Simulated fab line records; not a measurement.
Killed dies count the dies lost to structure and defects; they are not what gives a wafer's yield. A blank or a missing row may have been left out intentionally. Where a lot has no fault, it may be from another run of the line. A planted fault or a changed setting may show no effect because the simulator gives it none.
fab line records | flow nand-harc
record: lots: 6 | wafers: 18 | last-day: 33
route steps=1302 shown A_WL_FILL@960 END@1302
lots untouched by any fault: they come from a run of this same line in which no faults occurred
start-h: hours from the record's first day to the start of the lot's first wafer shown | wait-h: time in hours since the lot's previous step | " as in the row above | L1.1+2: one row covering several wafers at once | - either no value or no given start | * or withheld: withheld | < > ~ a bound
route shown NAME@n: names a module that has steps shown in the file, with the first one's number in the route | usual: mean and standard deviation over wafers with no fault | same: alike in all rows | chamber/n: place in a boat | sites: the reading at each site | _std_site: the values' standard deviation | _edge_site: mean of outer sites minus mean of inner sites | radius-mm: for every site, how far away it sits from the centre of the wafer | mask NAME#n: copy n | behind: tool/chamber where the wafer was last shaped | hold: the reason the lot was held/the length of the hold in hours/how it ended | device: which transistor (n, p or np) failed to switch | end of line: tests run on the same wafers once the route is complete | where a step has no rows: the recipe by itself | killed: count of dies lost to structure and defects at first sort (not the wafer's yield) | map: dies across one wafer; x = killed, . = not, _ = none there
set.NAME: the setting the step ran with; set.NAME@STEP: the setting that earlier step ran with | model.NAME: the simulator's own value behind a step, which no gauge read
lots seen at some steps along the route; tables by step, rows by wafer
services: from which hour (start-h, from the record's first day; less than 0 if before it) a tool's chamber was out of use, for how many hours, and why
== steps ==
step: NHARC_A_WL_FILL_STRIP_28
recipe: time-s: 1200 | temp-c: 72.5 | chemistry: post-etch-residue-remover
step: NHARC_A_WL_FILL_PRECLEAN_06
recipe: time-s: 300 | chemistry: DIW
step: NHARC_A_WL_FILL_SRD_07
step: NHARC_A_WL_FILL_ANNEAL_08
recipe: temp-c: 450 | time-s: 1800
step: NHARC_A_WL_FILL_ALD_10
recipe: target-thk-a: 500 | pulse-time-s: 10 | ald-cycles: 500 | temp-c: 300 | material: SiO2
usual: heater-power-w: 470/47 | precursor-pulse-height-rel: 1.001/0.023 | susceptor-temp-C: 300.00/0.19
lot.wafer | tool      | chamber | start-h | wait-h | heater-power-w | precursor-pulse-height-rel | susceptor-temp-C
L576.1    | ald-hk-02 | 1       | 510.19  | 0.6    | 494            | 1.039                      | 299.81
L576.4    | "         | 2       | "       | "      | 392            | 0.993                      | 299.80
L576.5    | "         | 0       | 511.73  | 2.1    | 525            | 0.998                      | 300.22
L578.2    | ald-hk-04 | 1       | 566.73  | 0.1    | 409            | 1.028                      | 300.24
L578.4    | "         | 0       | 568.29  | 1.6    | 451            | 1.003                      | 299.74
L578.6    | "         | 1       | "       | "      | 407            | 1.007                      | 300.13
L589.2    | ald-hk-04 | 1       | 658.28  | 1.1    | 402            | 0.997                      | 300.03
L589.5    | "         | 3       | 659.30  | 2.1    | 451            | 1.012                      | 300.28
L589.6    | "         | 0       | "       | "      | 448            | 0.986                      | 300.23
L591.2    | ald-hk-04 | 1       | 663.46  | 0.3    | 395            | 1.026                      | 299.86
L591.3    | "         | 2       | "       | "      | 536            | 1.002                      | 300.10
L591.6    | "         | 1       | 665.56  | 2.4    | 404            | 1.015                      | 299.66
L592.2    | ald-hk-02 | 0       | 686.45  | 0.6    | 538            | 1.030                      | 299.90
L592.3    | "         | 1       | "       | "      | 497            | 1.011                      | 300.03
L592.6    | "         | 0       | 688.51  | 2.6    | 544            | 0.986                      | 299.94
L593.4    | ald-hk-03 | 0       | 702.11  | 0.6    | 497            | 0.977                      | 300.31
L593.1    | "         | 1       | "       | "      | 492            | 1.006                      | 300.14
L593.5    | "         | 0       | 704.15  | 2.6    | 513            | 1.021                      | 300.37
step: NHARC_A_WL_FILL_ETCHBACK_16
recipe: target-depth-a: 1200 | time-s: 24 | c4f8-flow-sccm: withheld | o2-flow-sccm: 8 | ar-flow-sccm: withheld | rf-w: 600 | bias-w: 800 | chemistry: C4F8/O2/Ar
usual: chamber-pressure-mTorr: 25.000/0.022 | oes-product-au: 0.99/0.03 | rf-vpp-V: 722/5
lot.wafer | tool        | chamber | start-h | wait-h | chamber-pressure-mTorr | oes-product-au | rf-hours-counter-h | rf-vpp-V
L576.4    | rie-diel-05 | 0       | -       | -      | 24.956                 | 0.91           | 3.6                | 720
L576.1    | "           | 1       | "       | "      | 24.994                 | 0.92           | 3.4                | 719
L576.5    | "           | 0       | "       | "      | 25.019                 | 0.92           | -                  | 722
L578.4    | rie-diel-05 | 3       | -       | -      | 25.004                 | 0.93           | 4.6                | 721
L578.2    | "           | 2       | "       | "      | 25.025                 | 0.92           | 4.9                | 718
L578.6    | "           | 0       | "       | "      | 25.016                 | 0.92           | -                  | 720
L589.2    | rie-diel-03 | 3       | -       | -      | 24.981                 | 1.02           | 0.9                | 731
L589.5    | "           | 3       | "       | "      | 24.988                 | 1.01           | -                  | 730
L589.6    | "           | 0       | "       | "      | 25.028                 | 1.00           | -                  | 717
L591.2    | rie-diel-05 | 2       | -       | -      | 25.029                 | 0.94           | 1.4                | 718
L591.3    | "           | 3       | "       | "      | 25.028                 | 0.92           | 1.4                | 723
L591.6    | "           | 3       | "       | "      | 24.996                 | 0.94           | -                  | 722
L592.2    | rie-diel-03 | 3       | -       | -      | 25.013                 | 1.01           | 1.5                | 731
L592.3    | "           | 0       | "       | "      | 24.955                 | 1.00           | 1.5                | 718
L592.6    | "           | 1       | "       | "      | 24.975                 | 0.99           | -                  | 723
L593.4    | rie-diel-05 | 2       | -       | -      | 24.987                 | 1.01           | 1.9                | 718
L593.1    | "           | 0       | "       | "      | 24.987                 | 1.01           | 2.0                | 720
L593.5    | "           | 1       | "       | "      | 25.006                 | 1.03           | -                  | 719
step: NHARC_A_WL_FILL_STRIP_29
recipe: time-s: 20 | o2-flow-sccm: 500 | ar-flow-sccm: 0 | bias-w: 0 | chemistry: O2
usual: chamber-pressure-mTorr: 60.00/0.052 | drypump-motor-current-A: 5.7/0.56 | oes-product-au: 1.002/0.0099 | rf-vpp-V: 57.8/0.89 | showerhead-plenum-p-Torr: 3.50/0.17 | throttle-valve-pct: 17.036/0.0092
lot.wafer | tool        | chamber | start-h | wait-h | chamber-pressure-mTorr | drypump-motor-current-A | oes-product-au | rf-hours-counter-h | rf-vpp-V | showerhead-plenum-p-Torr | throttle-valve-pct
L576.1    | rie-diel-05 | 1       | 514.41  | 0.1    | 59.96                  | 5.5                     | 0.991          | 3.4                | 56.7     | 3.40                     | 17.023
L576.4    | "           | 3       | "       | "      | 60.00                  | 5.8                     | 0.989          | 3.7                | 58.7     | 3.50                     | 17.034
L576.5    | "           | 1       | "       | "      | 60.05                  | 5.5                     | 0.991          | -                  | 57.6     | 3.40                     | 17.026
L578.2    | rie-diel-05 | 2       | 571.51  | 0.1    | 60.06                  | 5.8                     | 0.994          | 4.9                | 57.5     | 3.37                     | 17.042
L578.4    | "           | 3       | "       | "      | 60.00                  | 5.8                     | 0.988          | 4.6                | 58.6     | 3.50                     | 17.041
L578.6    | "           | 2       | "       | "      | 60.10                  | 5.8                     | 0.995          | -                  | 58.3     | 3.37                     | 17.022
L589.2    | rie-diel-03 | 0       | 661.99  | 0.1    | 60.01                  | 5.8                     | 1.014          | 0.7                | 58.3     | 3.37                     | 17.035
L589.5    | "           | 1       | "       | "      | 60.02                  | 6.3                     | 0.987          | -                  | 58.4     | 3.50                     | 17.031
L589.6    | "           | 2       | "       | "      | 60.15                  | 5.2                     | 0.976          | -                  | 56.9     | 3.44                     | 17.030
L591.2    | rie-diel-05 | 3       | 668.26  | 0.1    | 60.05                  | 5.9                     | 1.008          | 1.4                | 57.7     | 3.50                     | 17.040
L591.3    | "           | 1       | "       | "      | 60.09                  | 5.5                     | 1.016          | 1.5                | 57.6     | 3.40                     | 17.037
L591.6    | "           | 0       | "       | "      | 59.92                  | 4.8                     | 1.003          | -                  | 56.9     | 3.44                     | 17.027
L592.2    | rie-diel-03 | 3       | 690.68  | 0.1    | 60.10                  | 5.9                     | 1.001          | 1.5                | 59.3     | 3.78                     | 17.028
L592.3    | "           | 0       | "       | "      | 59.90                  | 5.8                     | 0.997          | 1.5                | 57.1     | 3.37                     | 17.034
L592.6    | "           | 3       | "       | "      | 60.02                  | 5.9                     | 1.003          | -                  | 57.5     | 3.78                     | 17.039
L593.1    | rie-diel-05 | 3       | 706.30  | 0.1    | 60.05                  | 5.8                     | 1.001          | 1.9                | 57.6     | 3.50                     | 17.034
L593.4    | "           | 2       | "       | "      | 59.95                  | 5.8                     | 1.009          | 1.9                | 57.6     | 3.37                     | 17.038
L593.5    | "           | 3       | "       | "      | 60.02                  | 5.8                     | 1.010          | -                  | 56.5     | 3.50                     | 17.025
step: NHARC_A_WL_FILL_ETCHBACK_17
recipe: target-depth-a: 40 | time-s: 26.7 | chemistry: Cl2/BCl3
usual: chamber-pressure-mTorr: 10.001/0.0082 | drypump-motor-current-A: 5.7/0.4 | oes-product-au: 1.002/0.0082
lot.wafer | tool         | chamber | start-h | wait-h | chamber-pressure-mTorr | drypump-motor-current-A | oes-product-au | rf-hours-counter-h
L576.1    | rie-metal-02 | 1       | 514.52  | -      | 9.989                  | 5.1                     | 1.000          | 1.2
L576.4    | "            | 1       | "       | "      | 9.986                  | 5.1                     | 0.995          | -
L576.5    | "            | 0       | "       | "      | 9.999                  | 5.5                     | 1.004          | -
L578.2    | rie-metal-03 | 0       | 571.62  | -      | 10.003                 | 6.1                     | 1.004          | 0.7
L578.4    | "            | 1       | "       | "      | 10.007                 | 5.4                     | 1.010          | -
L578.6    | "            | 1       | "       | "      | 9.994                  | 5.4                     | 1.024          | -
L589.2    | rie-metal-01 | 1       | 662.08  | -      | 10.001                 | 5.4                     | 1.007          | 1.3
L589.6    | "            | 1       | "       | "      | 9.996                  | 5.4                     | 1.008          | -
L589.5    | "            | 0       | "       | "      | 9.995                  | 6.2                     | 1.002          | -
L591.2    | rie-metal-03 | 0       | 668.35  | -      | 10.006                 | 6.0                     | 0.997          | 2.5
L591.3    | "            | 1       | "       | "      | 10.004                 | 5.4                     | 0.993          | -
L591.6    | "            | 0       | "       | "      | 10.018                 | 6.1                     | 0.993          | -
L592.2    | rie-metal-01 | 1       | 690.79  | -      | 9.995                  | 5.5                     | 1.006          | 1.6
L592.3    | "            | 0       | "       | "      | 9.999                  | 6.2                     | 1.012          | -
L592.6    | "            | 1       | "       | "      | 9.985                  | 5.5                     | 1.003          | -
L593.1    | rie-metal-03 | 0       | 706.41  | -      | 9.998                  | 6.1                     | 1.004          | 0
L593.4    | "            | 0       | "       | "      | 9.997                  | 6.1                     | 0.995          | -
L593.5    | "            | 1       | "       | "      | 10.005                 | 5.4                     | 1.009          | -
step: NHARC_A_WL_FILL_PRECLEAN_18
recipe: time-s: 30 | chemistry: dHF
step: NHARC_A_WL_FILL_SRD_21
step: NHARC_A_WL_FILL_CVD_23
recipe: target-thk-a: 400 | temp-c: 620 | pressure-mtorr: 200 | time-s: 800 | material: poly-Si
step: NHARC_A_WL_FILL_ETCHBACK_26
recipe: target-depth-a: 520 | time-s: 13.3 | hbr-flow-sccm: 150 | rf-w: 350 | icp-w: 350 | bias-w: 60 | chemistry: HBr
usual: chamber-pressure-mTorr: 15.000/0.014 | drypump-motor-current-A: 5.6/0.36 | oes-product-au: 0.999/0.0094 | throttle-valve-pct: 23.267/0.0087
lot.wafer | tool      | chamber | start-h | wait-h | chamber-pressure-mTorr | drypump-motor-current-A | oes-product-au | rf-hours-counter-h | throttle-valve-pct
L576.1    | rie-si-06 | 0       | 519.67  | 0.4    | 15.023                 | 5.6                     | 1.009          | 0.53               | 23.269
L576.4    | "         | 2       | "       | "      | 15.019                 | 5.1                     | 1.005          | 0.45               | 23.269
L576.5    | "         | 0       | "       | "      | 14.988                 | 5.6                     | 1.000          | -                  | 23.273
L578.2    | rie-si-02 | 0       | 578.00  | 0.4    | 14.996                 | 5.4                     | 0.994          | 0.75               | 23.260
L578.4    | "         | 1       | "       | "      | 14.978                 | 5.4                     | 0.998          | 0.79               | 23.262
L578.6    | "         | 3       | "       | "      | 14.991                 | 6.4                     | 0.991          | -                  | 23.266
L589.2    | rie-si-02 | 1       | 667.34  | 0.4    | 14.998                 | 5.4                     | 0.988          | 0.17               | 23.283
L589.5    | "         | 2       | "       | "      | 15.007                 | 5.3                     | 0.993          | -                  | 23.264
L589.6    | "         | 3       | "       | "      | 14.990                 | 6.3                     | 0.981          | -                  | 23.277
L591.3    | rie-si-06 | 3       | 673.58  | 0.4    | 14.998                 | 5.9                     | 0.980          | 0.35               | 23.259
L591.2    | "         | 0       | "       | "      | 15.008                 | 5.7                     | 0.820          | 0.41               | 23.267
L591.6    | "         | 3       | "       | "      | 15.000                 | 5.9                     | 0.981          | -                  | 23.266
L592.2    | rie-si-06 | 3       | 695.93  | 0.4    | 14.986                 | 5.9                     | 0.985          | 0.53               | 23.271
L592.3    | "         | 0       | "       | "      | 15.002                 | 5.7                     | 0.836          | 0.57               | 23.276
L592.6    | "         | 2       | "       | "      | 15.020                 | 5.1                     | 0.998          | -                  | 23.284
L593.1    | rie-si-02 | 1       | 711.60  | 0.4    | 15.008                 | 5.4                     | 1.000          | 0.47               | 23.266
L593.4    | "         | 3       | "       | "      | 14.998                 | 6.3                     | 0.989          | 0.53               | 23.258
L593.5    | "         | 0       | "       | "      | 15.005                 | 5.4                     | 1.012          | -                  | 23.270
step: NHARC_A_WL_FILL_PRECLEAN_30
recipe: time-s: 10 | chemistry: dHF
step: NHARC_END_SORT_01
recipe: temp-c: 25
usual: killed-at-array: 61/20 | killed-at-other: 0.9/1.1 | killed-at-periphery: 3.7/2.5 | killed-dies: 65/21 | killed-open: 3.3/1.8 | killed-short: 2.3/1.5
same: gross-dies: 677
lot.wafer | tool      | chamber | start-h | wait-h | killed-at-array | killed-at-other | killed-at-periphery | killed-dies | killed-open | killed-short
L576.1    | prober-02 | 0       | 597.41  | 2.5    | 75              | 2               | 3                   | 80          | 2           | 2
L576.4    | prober-02 | 0       | 599.84  | 3.4    | 85              | 5               | 3                   | 93          | 3           | 3
L576.5    | prober-02 | 0       | 600.65  | 3.7    | 98              | 3               | 6                   | 107         | 3           | 0
L578.2    | prober-01 | 0       | 656.40  | 2.8    | 70              | 0               | 2                   | 72          | 7           | 4
L578.4    | prober-01 | 0       | 657.99  | 3.4    | 60              | 0               | 2                   | 62          | 2           | 1
L578.6    | prober-01 | 0       | 659.58  | 4.0    | 67              | 2               | 5                   | 74          | 2           | 1
L592.2    | prober-02 | 0       | 772.14  | 2.8    | 40              | 1               | 5                   | 46          | 0           | 4
L592.3    | prober-02 | 0       | 772.93  | 3.1    | 54              | 0               | 2                   | 56          | 2           | 1
L592.6    | prober-02 | 0       | 775.30  | 4.0    | 46              | 1               | 2                   | 49          | 2           | 4
L593.1    | prober-01 | 0       | 788.21  | 2.5    | 59              | 0               | 3                   | 62          | 4           | 1
L593.4    | prober-01 | 0       | 790.64  | 3.4    | 77              | 0               | 4                   | 81          | 2           | 3
L593.5    | prober-01 | 0       | 791.45  | 3.7    | 81              | 0               | 4                   | 85          | 2           | 1
killed by level:class
L576.1 A_CHANNEL_HOLE_D1:chamber-film-flake=24 A_SLIT:chamber-film-flake=23 A_CHANNEL_HOLE_D2:chamber-film-flake=21 P_M2:chamber-film-flake=2 THIN_TSV:chamber-film-flake=2 A_CHANNEL_HOLE_D1:geometric-particle:open=1 A_CHANNEL_FILL_D2:geometric-particle:short=1 A_WL_FILL:geometric-particle:short=1
L576.4 A_SLIT:chamber-film-flake=26 A_CHANNEL_HOLE_D2:chamber-film-flake=25 A_CHANNEL_HOLE_D1:chamber-film-flake=24 A_STAIRCASE:chamber-film-flake=4 THIN_TSV:chamber-film-flake=3 A_ONON_D2:geometric-particle:short=2 P_M2:chamber-film-flake=2 A_M0:chamber-film-flake=2
L576.5 A_CHANNEL_HOLE_D2:chamber-film-flake=35 A_CHANNEL_HOLE_D1:chamber-film-flake=29 A_SLIT:chamber-film-flake=23 P_M2:chamber-film-flake=4 A_STAIRCASE:chamber-film-flake=3 A_M0:chamber-film-flake=3 THIN_TSV:chamber-film-flake=3 A_ONON_D1:geometric-particle:open=2
L578.2 A_CHANNEL_HOLE_D2:chamber-film-flake=37 A_STAIRCASE:chamber-film-flake=10 A_CONTACT:chamber-film-flake=6 A_CHANNEL_HOLE_D1:chamber-film-flake=5 A_ONON_D1:geometric-particle:open=2 A_CHANNEL_FILL_D1:geometric-particle:short=2 P_STI:geometric-particle:open=1 P_CONTACT:geometric-particle:open=1
L578.4 A_CHANNEL_HOLE_D2:chamber-film-flake=35 A_CHANNEL_HOLE_D1:chamber-film-flake=11 A_STAIRCASE:chamber-film-flake=5 A_CONTACT:chamber-film-flake=3 P_ZERO_WELL:chamber-film-flake=2 A_CHANNEL_FILL_D2:chamber-film-flake=2 A_ONON_D1:geometric-particle:short=1 A_CHANNEL_HOLE_D1:geometric-particle:open=1
L578.6 A_CHANNEL_HOLE_D2:chamber-film-flake=38 A_CHANNEL_HOLE_D1:chamber-film-flake=12 A_STAIRCASE:chamber-film-flake=10 A_CONTACT:chamber-film-flake=4 P_ZERO_WELL:chamber-film-flake=3 THIN_TSV:chamber-film-flake=2 P_GATE:geometric-particle:short=1 P_M2:geometric-particle:open=1
L592.2 A_SLIT:chamber-film-flake=24 A_CHANNEL_HOLE_D1:chamber-film-flake=6 A_STAIRCASE:chamber-film-flake=3 A_CONTACT:chamber-film-flake=3 P_M1:chamber-film-flake=2 P_M0:geometric-particle:short=1 A_DECK1_JOINT:geometric-particle:short=1 A_ONON_D2:geometric-particle:short=1
L592.3 A_SLIT:chamber-film-flake=32 A_CHANNEL_HOLE_D1:chamber-film-flake=6 A_STAIRCASE:chamber-film-flake=5 A_CONTACT:chamber-film-flake=5 A_SOURCE_PLATE:geometric-particle:open=1 A_ONON_D1:geometric-particle:short=1 A_BLC:geometric-particle:open=1 P_ZERO_WELL:chamber-film-flake=1
L592.6 A_SLIT:chamber-film-flake=23 A_CHANNEL_HOLE_D1:chamber-film-flake=9 A_STAIRCASE:chamber-film-flake=3 A_CONTACT:chamber-film-flake=3 A_M0:chamber-film-flake=2 A_ONON_D1:geometric-particle:short=1 A_ONON_D2:geometric-particle:open=1 A_ONON_D2:geometric-particle:short=1
L593.1 A_CHANNEL_HOLE_D2:chamber-film-flake=21 A_CHANNEL_HOLE_D1:chamber-film-flake=15 A_SLIT:chamber-film-flake=13 A_CONTACT:chamber-film-flake=4 P_GATE:chamber-film-flake=2 A_ONON_D1:geometric-particle:open=1 A_ONON_D2:geometric-particle:short=1 A_ONON_D2:geometric-particle:open=1
L593.4 A_SLIT:chamber-film-flake=22 A_CHANNEL_HOLE_D2:chamber-film-flake=19 A_CHANNEL_HOLE_D1:chamber-film-flake=14 A_CONTACT:chamber-film-flake=7 A_STAIRCASE:chamber-film-flake=4 P_GATE:chamber-film-flake=3 A_WL_FILL:chamber-film-flake=3 A_STAIRCASE:geometric-particle:short=2
L593.5 A_SLIT:chamber-film-flake=31 A_CHANNEL_HOLE_D2:chamber-film-flake=22 A_CONTACT:chamber-film-flake=9 A_STAIRCASE:chamber-film-flake=6 A_CHANNEL_HOLE_D1:chamber-film-flake=4 A_DECK1_JOINT:chamber-film-flake=4 A_CHANNEL_FILL_D2:chamber-film-flake=2 P_M2:geometric-particle:open=1
== services ==
tool         | chamber | start-h | hours | kind
rie-diel-05  | 0       | 489.17  | -     | clean
rie-diel-05  | 1       | 489.17  | -     | clean
rie-diel-05  | 2       | 489.17  | -     | clean
rie-diel-05  | 3       | 489.17  | -     | clean
rie-diel-05  | 3       | 506.47  | 4.4   | repair
rie-diel-05  | 0       | 513.67  | -     | clean
rie-diel-05  | 1       | 513.67  | -     | clean
rie-diel-03  | 0       | 515.95  | 36.2  | repair
rie-metal-03 | -       | 519.00  | 9.0   | pm
rie-diel-05  | 3       | 529.86  | 7.3   | repair
rie-metal-02 | -       | 541.74  | 1.7   | repair
rie-metal-01 | -       | 575.00  | 9.0   | pm
rie-diel-03  | 2       | 582.95  | 8.1   | repair
rie-diel-05  | -       | 583.62  | 9.0   | pm
rie-diel-05  | 0       | 595.95  | 1.7   | repair
rie-si-06    | -       | 603.00  | 9.0   | pm
ald-hk-04    | -       | 620.34  | 10.0  | pm
rie-metal-02 | -       | 631.00  | 9.0   | pm
rie-si-02    | -       | 631.00  | 9.0   | pm
rie-diel-03  | -       | 635.30  | 9.0   | pm
ald-hk-04    | -       | 689.84  | 3.0   | repair
rie-si-02    | 0       | 694.43  | 4.2   | repair
rie-metal-03 | -       | 696.00  | 9.0   | pm
ald-hk-02    | -       | 710.96  | 10.0  | pm
== key ==
first-sign: step: NHARC_A_WL_FILL_ETCHBACK_26 | reading: oes-product-au | direction: down | sigmas: 18 | usual: 0.999 | struck: 0.828
effect none on later readings
met-at NHARC_A_WL_FILL_ETCHBACK_26
struck-wafers L591.2,L592.3
tester-left-out L591,L592
onset-between 519.67 673.58
fault: kind: process-parameter-drift | tool: rie-si-06 | chamber: 0 | onset-h: 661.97 | steps: NHARC_A_WL_FILL_ETCHBACK_26 | channel: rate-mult | offset: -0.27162 | shape: step | end-h: 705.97
tester-left-out: of these lots the tester's yield and bins aren't shown, on N5 and GAA mostly nor the transistor test; their killed dies are dies lost to structure and defects alone, not to doping, threshold or leakage, so they don't give the yield
